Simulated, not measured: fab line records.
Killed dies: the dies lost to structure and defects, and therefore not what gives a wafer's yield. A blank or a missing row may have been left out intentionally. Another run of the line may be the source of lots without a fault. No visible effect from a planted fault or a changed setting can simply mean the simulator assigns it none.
fab line records	flow n5Finfet
record: lots: 7	wafers: 21
route steps=1938 shown PASSIVATION@1929
startH: start of the lot's first displayed wafer, in hours after the record's first day	waitH: hours elapsed since this lot's preceding step	" the same as in the row above	L1.1+2: one row covering several wafers at once	- either no value or no given start	* or withheld: withheld	< > ~ a bound
route shown NAME@n: names a module that has steps shown in the file, with the first one's number in the route	usual: mean/standard deviation taken from wafers without a fault	same: alike in all rows	chamber/n: place in a boat	sites: the reading at each site	_std_site: the standard deviation of these	_edge_site: the outer-site mean with the inner-site mean subtracted	radiusMm: for every site, how far away it sits from the centre of the wafer	mask NAME#n: copy n	behind: the last tool/chamber to shape the wafer	hold: reason for holding the lot/hours on hold/outcome of the hold	device: the n, p or np transistor that did not switch	end of line: the tests these same wafers got at the end of their route	step lacking rows: just its recipe	killed: count of dies lost to structure and defects at first sort (not the wafer's yield)	map: a wafer's dies, x killed, . not, _ none there
set.NAME: the setting the step ran with; set.NAME@STEP: the setting that earlier step ran with	model.NAME: the simulator's own value behind a step, which no gauge read
lots where settings were altered on purpose, with a table for each step and a row for each wafer
== steps ==
step: N5_PASSIVATION_PASS_ETCH_47
recipe: chemistry: CF4/O2	target: SiNx	targetDepthA: 7700	timeS: 385	ionEnergyEv: 100	pressureMtorr: 40	sourceW: 535	biasW: 49	Ar_flow_sccm: 100	cf4FlowSccm: 100	O2_flow_sccm: 10
lot.wafer	tool	chamber	startH	waitH	set.timeS	model.etch.depthNm
L081.1	rieDiel-04	0	302.98	0.0	385	782.1
L081.2	"	2	"	"	385	779.9
L081.6	"	3	"	"	323.5	662.2
L083.1	rieDiel-03	1	317.59	0.0	419.4	840.5
L083.2	"	2	"	"	385	770.3
L083.4	"	0	"	"	385	771.7
L088.1	rieDiel-04	2	352.73	0.0	362.9	724.6
L088.5	"	2	"	"	385	766.8
L088.6	"	0	"	"	362.9	732.3
L090.2	rieDiel-04	3	371.71	0.0	420.4	853.3
L090.3	"	2	"	"	385	774.2
L090.4	"	3	"	"	420.4	861.5
L091.2	rieDiel-03	1	371.89	0.0	385	773.3
L091.3	"	3	"	"	385	765.2
L091.5	"	0	"	"	385	781.5
L093.2	rieDiel-04	0	372.96	0.0	361.8	722.9
L093.3	"	2	"	"	385	772.9
L093.4	"	0	"	"	385	778.3
L092.3	rieDiel-03	3	376.25	0.0	385	761.6
L092.4	"	2	"	"	385	777
L092.6	"	2	"	"	385	774.8
step: N5_PASSIVATION_ETCH_54
recipe: chemistry: CHF3/O2	target: SiO2	targetDepthA: 8800	CHF3_flow_sccm: 50	O2_flow_sccm: 5	Ar_flow_sccm: 200	timeS: 440	maskMaterial: PR	pressureMtorr: 30	sourceW: 650	biasW: 170	ionEnergyEv: 200
usual: rfVppV: 525/6.4
lot.wafer	tool	chamber	startH	waitH	set.biasW	rfVppV	model.PASSIVATION.featureDepthNm	model.etch.depthNm
L081.1	rieDiel-04	0	303.20	0.1	170	531	897.2	897.2
L081.2	"	2	"	"	170	514	885.8	885.8
L081.6	"	3	"	"	192.6	581	929.8	929.7
L083.1	rieDiel-03	1	317.82	0.1	170	524	876.2	876.2
L083.2	"	2	"	"	170	534	878.4	878.3
L083.4	"	0	"	"	170	520	875	875.1
L088.1	rieDiel-04	2	352.96	0.1	170	515	880.4	880.3
L088.5	"	2	"	"	151	467	850.2	850.3
L088.6	"	0	"	"	151	482	857	857
L090.2	rieDiel-04	3	371.94	0.1	191.7	578	919.2	919.1
L090.3	"	2	"	"	191.7	567	908.2	908.2
L090.4	"	3	"	"	191.7	579	911.6	911.5
L091.2	rieDiel-03	1	372.12	0.1	198	595	927.4	927.5
L091.3	"	3	"	"	170	528	871.4	871.3
L091.5	"	0	"	"	198	587	919.6	919.7
L093.2	rieDiel-04	0	373.19	0.1	170	529	885	884.9
L093.3	"	2	"	"	153.9	473	857.4	857.3
L093.4	"	0	"	"	170	530	884.6	884.6
L092.3	rieDiel-03	3	376.47	0.1	170	528	869.4	869.3
L092.4	"	2	"	"	170	533	888.2	888.2
L092.6	"	2	"	"	170	533	886.4	886.4
step: N5_PASSIVATION_STRIP_48
recipe: chemistry: O2	powerW: 600	tempC: 60	pressureMtorr: 30	rfFrequencyHz: 6e+07	biasPowerW: 0	overashFraction: 0.5	o2FlowSccm: 225
step: N5_PASSIVATION_STRIP_52
recipe: chemistry: postEtchResidueRemover	timeS: 1200	tempC: 72.5
step: N5_PASSIVATION_SRD_72
recipe: dry: ipaMarangoni	timeS: 30	tempC: 23	rinseLiquid: diw
step: N5_PASSIVATION_ANNEAL_56
recipe: tempC: 400	timeS: 1800	ambient: FGA	idleTempC: 300	rampUpCPerMin: 5	rampDownCPerMin: 3
step: N5_PASSIVATION_PROBE_49
usual: defectLimitedYield: 91.2/1.4	killed_at_M0_to_M3: 35/11	killed_at_M4_up: 12/4.2	killedAtContacts: 13/5.6	killedAtFrontEnd: 40/12	killedAtOther: 3.3/2.6	killedDies: 103/17	killedOpen: 68/12	killedShort: 34/7.6	sort_bin_4_leakage: 0/0	sort_bin_5_function: 5.1/0.95	sort_bin_6_memory: 3.3/0.68	sort_bin_8_speed: 0.00/0.007	sortNPass: 1077/17
same: grossDies: 1180	killedAtBackSide: 0
lot.wafer	tool	chamber	startH	waitH	set.timeS@PASSIVATION_PASS_ETCH_47	set.biasW@PASSIVATION_ETCH_54	defectLimitedYield[%]	killed_at_M0_to_M3	killed_at_M4_up	killedAtContacts	killedAtFrontEnd	killedAtOther	killedDies	killedOpen	killedShort	sort_bin_4_leakage[%]	sort_bin_5_function[%]	sort_bin_6_memory[%]	sort_bin_8_speed[%]	sortNPass
L081.1	prober-02	-	305.98	0.0	385	170	91.0	22	38	10	36	0	106	56	23	0	4.2	2.4	0	1074
L081.2	prober-02	-	306.03	0.1	385	170	90.7	33	15	14	46	2	110	69	37	0	5.4	3.4	0	1070
L081.6	prober-02	-	306.23	0.3	323.5	192.6	63.5	30	18	17	45	321	431	71	35	0	32.4	3.6	0	749
L083.1	prober-02	-	321.33	0.0	419.4	170	89.7	46	15	8	46	7	122	82	36	0	6.7	3.5	0	1058
L083.2	prober-02	-	321.38	0.1	385	170	90.1	39	16	13	41	8	117	73	42	0	5.8	3.8	0.08	1062
L083.4	prober-02	-	321.48	0.2	385	170	92.2	43	10	5	27	7	92	62	30	0	5.0	2.6	0	1088
L088.1	prober-02	-	355.75	0.0	362.9	170	89.2	45	19	11	50	2	127	84	39	0	5.7	4.7	0	1053
L088.5	prober-02	-	355.95	0.2	385	151	89.9	22	15	17	60	5	119	82	36	0	6.7	3.0	0	1061
L088.6	prober-02	-	356.00	0.3	362.9	151	90.2	32	10	18	52	4	116	76	39	0	5.9	3.3	0	1064
L090.2	prober-02	-	374.79	0.1	420.4	191.7	90.1	58	7	18	32	2	117	75	38	0	5.4	3.9	0	1063
L090.3	prober-02	-	374.84	0.1	385	191.7	90.4	45	14	20	33	1	113	74	37	0	4.9	4.4	0	1067
L090.4	prober-02	-	374.89	0.2	420.4	191.7	90.2	59	14	12	29	2	116	74	37	0	6.0	3.0	0	1064
L091.2	prober-01	-	374.96	0.1	385	198	88.6	37	8	19	68	3	135	91	44	0	6.9	4.1	0	1045
L091.3	prober-01	-	375.01	0.1	385	170	88.1	50	14	5	68	4	141	98	42	0	6.4	5.3	0	1039
L091.5	prober-01	-	375.11	0.2	385	198	87.8	67	12	15	47	3	144	87	54	0	7.5	4.1	0	1036
L093.2	prober-02	-	376.76	0.1	361.8	170	90.2	46	24	13	29	4	116	67	30	0.08	4.9	3.1	0.17	1064
L093.3	prober-02	-	376.81	0.1	385	153.9	92.0	49	8	10	25	2	94	60	33	0	4.5	3.4	0	1086
L093.4	prober-02	-	376.86	0.2	385	170	88.3	47	18	12	58	3	138	88	40	0	6.5	4.0	0	1042
L092.3	prober-01	-	379.35	0.1	385	170	91.4	29	16	8	45	3	101	71	29	0	5.5	2.8	0	1079
L092.4	prober-01	-	379.40	0.2	385	170	94.3	11	13	13	28	2	67	52	15	0	3.4	2.2	0	1113
L092.6	prober-01	-	379.50	0.3	385	170	91.9	25	16	13	33	8	95	67	28	0	4.7	3.3	0	1085
killed by level:class
L081.1 BEOL_M8:areaPeb=25 BEOL_M1:geometricParticle:open=9 MOL_CONTACT_COAG:geometricParticle:open=8 GATE_CUT:geometricParticle:open=6 BEOL_M4:geometricParticle:open=6 FIN_SAQP:geometricParticle:open=5 STI_FIN_REVEAL:geometricParticle:open=5 BEOL_M0_SAQP:geometricParticle:short=5
L081.2 STI_FIN_REVEAL:geometricParticle:open=14 BEOL_M1:geometricParticle:open=11 MOL_CONTACT_COAG:geometricParticle:open=11 BEOL_M0_SAQP:geometricParticle:short=9 FIN_SAQP:geometricParticle:short=7 BEOL_M4:geometricParticle:open=7 BEOL_M0_SAQP:geometricParticle:open=6 DUMMY_GATE:geometricParticle:open=5
L081.6 PASSIVATION:areaEtch=321 MOL_CONTACT_COAG:geometricParticle:open=16 STI_FIN_REVEAL:geometricParticle:open=15 BEOL_M0_SAQP:geometricParticle:open=9 BEOL_M4:geometricParticle:open=8 FIN_SAQP:geometricParticle:short=7 BEOL_M0_SAQP:geometricParticle:short=7 STI_FIN_REVEAL:geometricParticle:short=4
L083.1 BEOL_M3:geometricParticle:open=9 BEOL_M1:geometricParticle:open=8 BEOL_M2:geometricParticle:open=8 FIN_SAQP:geometricParticle:short=7 FIN_SAQP:geometricParticle:open=7 BEOL_M0_SAQP:geometricParticle:short=7 GATE_CUT:geometricParticle:open=6 BEOL_M0_SAQP:geometricParticle:open=6
L083.2 BEOL_M1:geometricParticle:open=12 MOL_CONTACT_COAG:geometricParticle:open=12 FIN_SAQP:geometricParticle:open=9 FIN_SAQP:geometricParticle:short=9 BEOL_M0_SAQP:geometricParticle:open=9 GATE_CUT:geometricParticle:short=7 BEOL_M0_SAQP:geometricParticle:short=7 BEOL_M4:geometricParticle:open=7
L083.4 BEOL_M3:geometricParticle:open=12 BEOL_M2:geometricParticle:open=10 BEOL_M1:geometricParticle:open=8 FIN_SAQP:geometricParticle:short=7 MOL_CONTACT_COAG:geometricParticle:open=5 DUMMY_GATE:geometricParticle:open=4 BEOL_M0:geometricParticle:open=4 BEOL_M3:geometricParticle:short=4
L088.1 FIN_SAQP:geometricParticle:open=13 BEOL_M0_SAQP:geometricParticle:open=12 BEOL_M1:geometricParticle:open=11 STI_FIN_REVEAL:geometricParticle:open=8 MOL_CONTACT_COAG:geometricParticle:open=8 BEOL_M0_SAQP:geometricParticle:short=6 FIN_CUT:geometricParticle:short=5 BEOL_M3:geometricParticle:open=5
L088.5 FIN_SAQP:geometricParticle:open=16 MOL_CONTACT_COAG:geometricParticle:open=14 FIN_SAQP:geometricParticle:short=10 STI_FIN_REVEAL:geometricParticle:open=8 BEOL_M0_SAQP:geometricParticle:open=8 GATE_CUT:geometricParticle:short=6 BEOL_M5:geometricParticle:open=5 ILD0:geometricParticle:open=4
L088.6 MOL_CONTACT_COAG:geometricParticle:open=16 FIN_SAQP:geometricParticle:open=14 FIN_SAQP:geometricParticle:short=9 BEOL_M0_SAQP:geometricParticle:open=9 BEOL_M0_SAQP:geometricParticle:short=7 BEOL_M2:geometricParticle:open=7 STI_FIN_REVEAL:geometricParticle:open=5 BEOL_M1:geometricParticle:open=5
L090.2 BEOL_M1:geometricParticle:open=17 MOL_CONTACT_COAG:geometricParticle:open=15 BEOL_M0_SAQP:geometricParticle:open=11 BEOL_M0:geometricParticle:short=8 BEOL_M0_SAQP:geometricParticle:short=7 STI_FIN_REVEAL:geometricParticle:open=6 GATE_CUT:geometricParticle:short=6 BEOL_M2:geometricParticle:open=6
L090.3 MOL_CONTACT_COAG:geometricParticle:open=17 BEOL_M0_SAQP:geometricParticle:open=16 BEOL_M0_SAQP:geometricParticle:short=13 BEOL_M1:geometricParticle:open=9 GATE_CUT:geometricParticle:short=7 BEOL_M6:geometricParticle:open=7 STI_FIN_REVEAL:geometricParticle:open=6 FIN_SAQP:geometricParticle:open=5
L090.4 BEOL_M0_SAQP:geometricParticle:short=17 BEOL_M0_SAQP:geometricParticle:open=16 BEOL_M1:geometricParticle:open=13 MOL_CONTACT_COAG:geometricParticle:open=8 STI_FIN_REVEAL:geometricParticle:open=5 BEOL_M1:geometricParticle:short=5 BEOL_M8:geometricParticle:open=5 DUMMY_GATE:geometricParticle:open=4
L091.2 STI_FIN_REVEAL:geometricParticle:open=22 FIN_SAQP:geometricParticle:short=15 MOL_CONTACT_COAG:geometricParticle:open=15 BEOL_M0_SAQP:geometricParticle:short=9 BEOL_M2:geometricParticle:open=9 BEOL_M0_SAQP:geometricParticle:open=8 ILD0:geometricParticle:short=5 ILD0:geometricParticle:open=5
L091.3 STI_FIN_REVEAL:geometricParticle:open=26 BEOL_M2:geometricParticle:open=15 BEOL_M0_SAQP:geometricParticle:open=10 STI_FIN_REVEAL:geometricParticle:short=9 FIN_SAQP:geometricParticle:short=8 BEOL_M0_SAQP:geometricParticle:short=7 BEOL_M4:geometricParticle:open=7 FIN_SAQP:geometricParticle:open=6
L091.5 BEOL_M2:geometricParticle:open=25 BEOL_M0_SAQP:geometricParticle:short=15 MOL_CONTACT_COAG:geometricParticle:open=12 FIN_SAQP:geometricParticle:short=11 STI_FIN_REVEAL:geometricParticle:open=11 BEOL_M1:geometricParticle:open=7 GATE_CUT:geometricParticle:short=6 FIN_SAQP:geometricParticle:open=5
L093.2 BEOL_M8:areaPeb=12 FIN_SAQP:geometricParticle:open=10 BEOL_M3:geometricParticle:open=10 BEOL_M1:geometricParticle:open=10 MOL_CONTACT_COAG:geometricParticle:open=9 BEOL_M0_SAQP:geometricParticle:short=8 BEOL_M0_SAQP:geometricParticle:open=7 STI_FIN_REVEAL:geometricParticle:open=5
L093.3 BEOL_M0_SAQP:geometricParticle:open=13 BEOL_M0_SAQP:geometricParticle:short=11 MOL_CONTACT_COAG:geometricParticle:open=9 FIN_SAQP:geometricParticle:open=8 BEOL_M1:geometricParticle:open=8 BEOL_M3:geometricParticle:open=7 BEOL_M4:geometricParticle:open=5 FIN_SAQP:geometricParticle:short=4
L093.4 FIN_SAQP:geometricParticle:open=12 DUMMY_GATE:geometricParticle:open=12 STI_FIN_REVEAL:geometricParticle:open=10 BEOL_M0_SAQP:geometricParticle:open=10 BEOL_M0_SAQP:geometricParticle:short=10 BEOL_M8:areaPeb=9 MOL_CONTACT_COAG:geometricParticle:open=8 BEOL_M1:geometricParticle:open=8
L092.3 STI_FIN_REVEAL:geometricParticle:open=17 DUMMY_GATE:geometricParticle:open=8 BEOL_M2:geometricParticle:open=8 MOL_CONTACT_COAG:geometricParticle:open=7 BEOL_M1:geometricParticle:open=6 BEOL_M3:geometricParticle:open=6 STI_FIN_REVEAL:geometricParticle:short=4 GATE_CUT:geometricParticle:short=4
L092.4 MOL_CONTACT_COAG:geometricParticle:open=12 DUMMY_GATE:geometricParticle:open=8 FIN_SAQP:geometricParticle:open=7 STI_FIN_REVEAL:geometricParticle:open=6 BEOL_M11:geometricParticle:open=4 BEOL_M0_SAQP:geometricParticle:short=3 BEOL_M0:geometricParticle:open=3 BEOL_M4:geometricParticle:open=3
L092.6 STI_FIN_REVEAL:geometricParticle:open=11 MOL_CONTACT_COAG:geometricParticle:open=10 FIN_SAQP:geometricParticle:open=8 BEOL_M2:geometricParticle:open=6 BEOL_M7:geometricParticle:open=5 BEOL_M0_SAQP:geometricParticle:open=4 BEOL_M3:geometricParticle:open=4 FIN_SAQP:geometricParticle:short=3
== key ==
split: step: N5_PASSIVATION_PASS_ETCH_47	setting: timeS	stated: 385	by: wafer
response: step: N5_PASSIVATION_PASS_ETCH_47	reading: model.etch.depthNm	change: +7.82	per: 1%	r: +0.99
response: step: N5_PASSIVATION_PROBE_49	reading: defectLimitedYield	shape: bent	atLowest: 63.5	atStated: 90.5	atHighest: 90.1
split: step: N5_PASSIVATION_ETCH_54	setting: biasW	stated: 170	by: wafer
response: step: N5_PASSIVATION_ETCH_54	reading: rfVppV	change: +4.23	per: 1%	r: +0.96
response: step: N5_PASSIVATION_ETCH_54	reading: model.PASSIVATION.featureDepthNm	change: +2.91	per: 1%	r: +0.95
response: step: N5_PASSIVATION_ETCH_54	reading: model.etch.depthNm	change: +2.91	per: 1%	r: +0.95
response: step: N5_PASSIVATION_PROBE_49	reading: defectLimitedYield	shape: bent	atLowest: 90.0	atStated: 90.6	atHighest: 88.2
response: step: N5_PASSIVATION_PROBE_49	reading: killedDies	shape: bent	atLowest: 118	atStated: 111	atHighest: 140
response: step: N5_PASSIVATION_PROBE_49	reading: sort_bin_5_function	shape: bent	atLowest: 6.3	atStated: 5.4	atHighest: 7.2
response: step: N5_PASSIVATION_PROBE_49	reading: sortNPass	shape: bent	atLowest: 1062	atStated: 1069	atHighest: 1040
